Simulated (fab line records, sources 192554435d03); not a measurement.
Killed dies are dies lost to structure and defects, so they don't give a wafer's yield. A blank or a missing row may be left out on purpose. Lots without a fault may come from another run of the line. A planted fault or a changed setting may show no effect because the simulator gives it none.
Which tool did it? | flow n5_finfet | 10 lots, 27 wafers sampled, at 5 steps of a route of 1938

WHAT THE GAUGES READ, wafer by wafer
N5_BEOL_M4_RC_MEAS_101. Usual: CHAIN_V2_max_site 248 ohm/link, standard deviation 12; DIBL_N 36.1 mV/V, standard deviation 2; DIBL_P 36.3 mV/V, standard deviation 2.4; IOFF_N 0.15 nA/um, standard deviation 0.035; IOFF_P 0.21 nA/um, standard deviation 0.039; ION_N 672 uA/um, standard deviation 15; ION_P 463 uA/um, standard deviation 9.7; SS_N 71.5 mV/dec, standard deviation 0.7; SS_P 73.2 mV/dec, standard deviation 0.75; VT_N 251 mV, standard deviation 3.6; VT_P -250 mV, standard deviation 3.8.
lot  | measured     | on        | CHAIN_V2_max_site (ohm/link) | DIBL_N (mV/V)  | DIBL_P (mV/V)  | IOFF_N (nA/um) | IOFF_P (nA/um) | ION_N (uA/um) | ION_P (uA/um) | SS_N (mV/dec)  | SS_P (mV/dec)  | VT_N (mV)   | VT_P (mV)      | flag
L931 | day 8 08:31  | prober-01 | 243 241 232                  | 32.3 37.0 35.8 | 33.3 38.7 37.5 | 0.11 0.19 0.16 | 0.18 0.27 0.25 | 672 694 688   | 481 481 484   | 71.6 71.2 71.5 | 72.3 73.3 73.6 | 254 247 249 | -248 -245 -247 |
L929 | day 8 06:25  | prober-01 | 250 260 242                  | 33.8 35.8 36.9 | 33.2 36.5 37.2 | 0.12 0.14 0.15 | 0.18 0.22 0.24 | 676 670 669   | 466 468 466   | 70.3 71.2 71.5 | 72.8 73.4 73.8 | 255 252 253 | -252 -247 -248 |
L932 | day 9 00:01  | prober-02 | 233 247 245                  | 35.3 31.4 32.5 | 37.2 32.2 32.9 | 0.12 0.08 0.08 | 0.16 0.11 0.11 | 675 637 631   | 453 439 434   | 71.4 69.7 70.5 | 73.3 71.6 72.3 | 253 260 261 | -258 -262 -262 |
L939 | day 10 05:26 | prober-01 | 269 ~571                     | 34.6 36.7      | 34.5 38.1      | 0.12 0.17      | 0.15 0.21      | 653 671       | 442 457       | 72.0 72.0      | 72.8 73.1      | 256 248     | -254 -253      |
L944 | day 11 23:55 | prober-01 | 254 252 262                  | 35.3 39.3 34.5 | 35.0 39.7 34.1 | 0.14 0.23 0.14 | 0.22 0.30 0.21 | 673 675 684   | 471 467 477   | 71.3 72.1 70.8 | 72.7 73.5 72.3 | 249 247 248 | -248 -242 -248 |
L947 | day 12 20:33 | prober-02 | 239 257                      | 40.0 42.3      | 41.2 42.9      | 0.21 0.26      | 0.27 0.31      | 683 692       | 461 468       | 72.2 73.1      | 74.7 75.0      | 249 243     | -249 -245      |
L948 | day 12 20:45 | prober-01 | 256 244                      | 36.2 37.4      | 37.2 38.7      | 0.15 0.18      | 0.19 0.21      | 660 691       | 455 469       | 71.9 71.7      | 73.4 73.3      | 251 248     | -253 -250      |
L949 | day 12 23:37 | prober-02 | 275 245 248                  | 36.1 34.5 33.7 | 38.5 35.5 33.6 | 0.17 0.14 0.12 | 0.24 0.20 0.17 | 673 666 662   | 474 462 456   | 71.7 72.0 71.0 | 74.1 73.4 72.7 | 250 250 252 | -250 -251 -255 |
L950 | day 13 18:46 | prober-01 | 275 243 267                  | 37.0 32.3 34.5 | 37.2 31.4 34.8 | 0.18 0.10 0.14 | 0.24 0.15 0.21 | 672 652 665   | 458 457 458   | 72.1 70.9 71.1 | 73.5 71.8 72.5 | 248 258 252 | -250 -254 -249 |
L952 | day 13 18:54 | prober-02 | 270 257 258                  | 37.6 35.1 38.3 | 36.7 33.4 38.3 | 0.17 0.13 0.19 | 0.24 0.19 0.27 | 673 661 701   | 467 461 481   | 71.1 70.7 71.2 | 74.5 72.1 73.5 | 249 252 247 | -247 -249 -243 |

WHICH TOOL RAN EACH LOT (tool, then ch and the chambers of the sampled wafers, then the start)
lot  | N5_BEOL_M3_ETCH_70                 | N5_BEOL_M4_SPUTTER_88        | N5_BEOL_M4_SPUTTER_94        | N5_BEOL_M4_SPUTTER_96
L931 | rie_diel-06 ch 0,1,3, day 7 10:12  | pvd_sputter-03, day 8 06:11  | pvd_sputter-03, day 8 06:51  | pvd_sputter-03, day 8 07:04
L929 | rie_diel-02 ch 0,2,3, day 7 10:20  | pvd_sputter-01, day 8 04:13  | pvd_sputter-01, day 8 04:53  | pvd_sputter-01, day 8 05:06
L932 | rie_diel-02 ch 0,1,2, day 7 21:28  | pvd_sputter-01, day 8 21:29  | pvd_sputter-01, day 8 22:08  | pvd_sputter-01, day 8 22:22
L939 | rie_diel-06 ch 0,2, day 9 17:26    | pvd_sputter-03, day 10 03:13 | pvd_sputter-03, day 10 03:52 | pvd_sputter-03, day 10 04:05
L944 | rie_diel-02 ch 0,2, day 11 07:08   | pvd_sputter-02, day 11 21:40 | pvd_sputter-02, day 11 22:20 | pvd_sputter-02, day 11 22:33
L947 | rie_diel-02 ch 0,3, day 11 23:56   | pvd_sputter-03, day 12 18:25 | pvd_sputter-03, day 12 19:04 | pvd_sputter-03, day 12 19:17
L948 | rie_diel-02 ch 0,3, day 12 01:01   | pvd_sputter-02, day 12 18:32 | pvd_sputter-02, day 12 19:11 | pvd_sputter-02, day 12 19:25
L949 | rie_diel-03 ch 0,1,3, day 12 05:40 | pvd_sputter-02, day 12 21:31 | pvd_sputter-02, day 12 22:10 | pvd_sputter-02, day 12 22:23
L950 | rie_diel-02 ch 0,1,2, day 12 14:05 | pvd_sputter-01, day 13 16:43 | pvd_sputter-01, day 13 17:23 | pvd_sputter-01, day 13 17:36
L952 | rie_diel-03 ch 1,2, day 13 03:41   | pvd_sputter-02, day 13 16:37 | pvd_sputter-02, day 13 17:16 | pvd_sputter-02, day 13 17:29
- N5_BEOL_M3_ETCH_70: etches SOC in N2/H2, target depth 80 nm, overetch 16 nm, time 120 s.
- N5_BEOL_M4_SPUTTER_88: material Cu, target thk 4.5 nm, time 8.29 s.
- N5_BEOL_M4_SPUTTER_94: material Cu, target thk 4.5 nm, time 8.29 s.
- N5_BEOL_M4_SPUTTER_96: material Cu, target thk 4.5 nm, time 8.29 s.

WHAT THE TOOLS THEMSELVES READ (means of the sampled wafers that have a number; where no wafer has one, the mark that the record gives instead)
N5_BEOL_M3_ETCH_70. Usual: drypump_motor_current_A 5.9 A, standard deviation 0.46; oes_product_au 0.62 a.u., standard deviation 0.069; rf_vpp_V 524.0 V, standard deviation 2.1; showerhead_plenum_p_Torr 2.55 Torr, standard deviation 0.072; throttle_valve_pct 17.7 %, standard deviation 0.33.
lot  | tool        | drypump_motor_current_A (A) | oes_product_au (a.u.) | rf_vpp_V (V) | showerhead_plenum_p_Torr (Torr) | throttle_valve_pct (%) | flag
L931 | rie_diel-06 | 5.7                         | 0.69                  | 525.6        | 2.60                            | 17.7                   |
L929 | rie_diel-02 | 5.9                         | 0.58                  | 524.0        | 2.54                            | 17.8                   |
L932 | rie_diel-02 | 6.4                         | 0.57                  | 525.0        | 2.57                            | 17.8                   |
L939 | rie_diel-06 | 5.8                         | 0.60                  | 523.7        | 2.56                            | 18.1                   |
L944 | rie_diel-02 | 6.2                         | 0.65                  | 523.2        | 2.55                            | 17.9                   |
L947 | rie_diel-02 | 5.8                         | 0.57                  | 524.0        | 2.53                            | 17.5                   |
L948 | rie_diel-02 | 5.8                         | 0.57                  | 523.7        | 2.53                            | 17.5                   |
L949 | rie_diel-03 | 5.9                         | 0.59                  | 523.0        | 2.50                            | 17.8                   |
L950 | rie_diel-02 | 6.3                         | 0.60                  | 524.1        | 2.55                            | 17.7                   |
L952 | rie_diel-03 | 6.0                         | 0.59                  | 521.7        | 2.44                            | 17.7                   |

N5_BEOL_M4_SPUTTER_88. Usual: throttle_valve_pct 29.9 %, standard deviation 0.98.
lot  | tool           | throttle_valve_pct (%) | flag
L931 | pvd_sputter-03 | 30.3                   |
L929 | pvd_sputter-01 | 30.5                   |
L932 | pvd_sputter-01 | 30.3                   |
L939 | pvd_sputter-03 | 29.5                   |
L944 | pvd_sputter-02 | 29.9                   |
L947 | pvd_sputter-03 | 29.6                   |
L948 | pvd_sputter-02 | 28.6                   |
L949 | pvd_sputter-02 | 30.5                   |
L950 | pvd_sputter-01 | 30.6                   |
L952 | pvd_sputter-02 | 29.0                   |

N5_BEOL_M4_SPUTTER_94. Usual: throttle_valve_pct 29.9 %, standard deviation 0.96.
lot  | tool           | throttle_valve_pct (%) | flag
L931 | pvd_sputter-03 | 30.0                   |
L929 | pvd_sputter-01 | 30.6                   |
L932 | pvd_sputter-01 | 30.3                   |
L939 | pvd_sputter-03 | 29.4                   |
L944 | pvd_sputter-02 | 30.0                   |
L947 | pvd_sputter-03 | 29.6                   |
L948 | pvd_sputter-02 | 28.8                   |
L949 | pvd_sputter-02 | 30.6                   |
L950 | pvd_sputter-01 | 30.7                   |
L952 | pvd_sputter-02 | 29.1                   |

N5_BEOL_M4_SPUTTER_96. Usual: throttle_valve_pct 29.9 %, standard deviation 0.96.
lot  | tool           | throttle_valve_pct (%) | flag
L931 | pvd_sputter-03 | 30.2                   |
L929 | pvd_sputter-01 | 30.5                   |
L932 | pvd_sputter-01 | 30.2                   |
L939 | pvd_sputter-03 | 29.6                   |
L944 | pvd_sputter-02 | 30.2                   |
L947 | pvd_sputter-03 | 29.4                   |
L948 | pvd_sputter-02 | 28.6                   |
L949 | pvd_sputter-02 | 30.3                   |
L950 | pvd_sputter-01 | 30.6                   |
L952 | pvd_sputter-02 | 29.1                   |

THE ANSWER, worked out from the rows above alone
Rule: a lot is off if the mean of its wafers that have a number lies more than 3 standard deviations from the usual mean. A lot without any number at a reading at which 4 lots or more have one is off too. The other lots that the step has rows for count as sound. The gauges are gone through in route order, then the tools' own readings, and for those a lot's mean is taken as printed above. The first step at which some lot is off is used, and at that step the reading that is off furthest; a lot without a number counts as furthest.
No lot is off at any reading shown: from this, nothing can be told.

WHAT THE SIMULATOR HAD PUT IN
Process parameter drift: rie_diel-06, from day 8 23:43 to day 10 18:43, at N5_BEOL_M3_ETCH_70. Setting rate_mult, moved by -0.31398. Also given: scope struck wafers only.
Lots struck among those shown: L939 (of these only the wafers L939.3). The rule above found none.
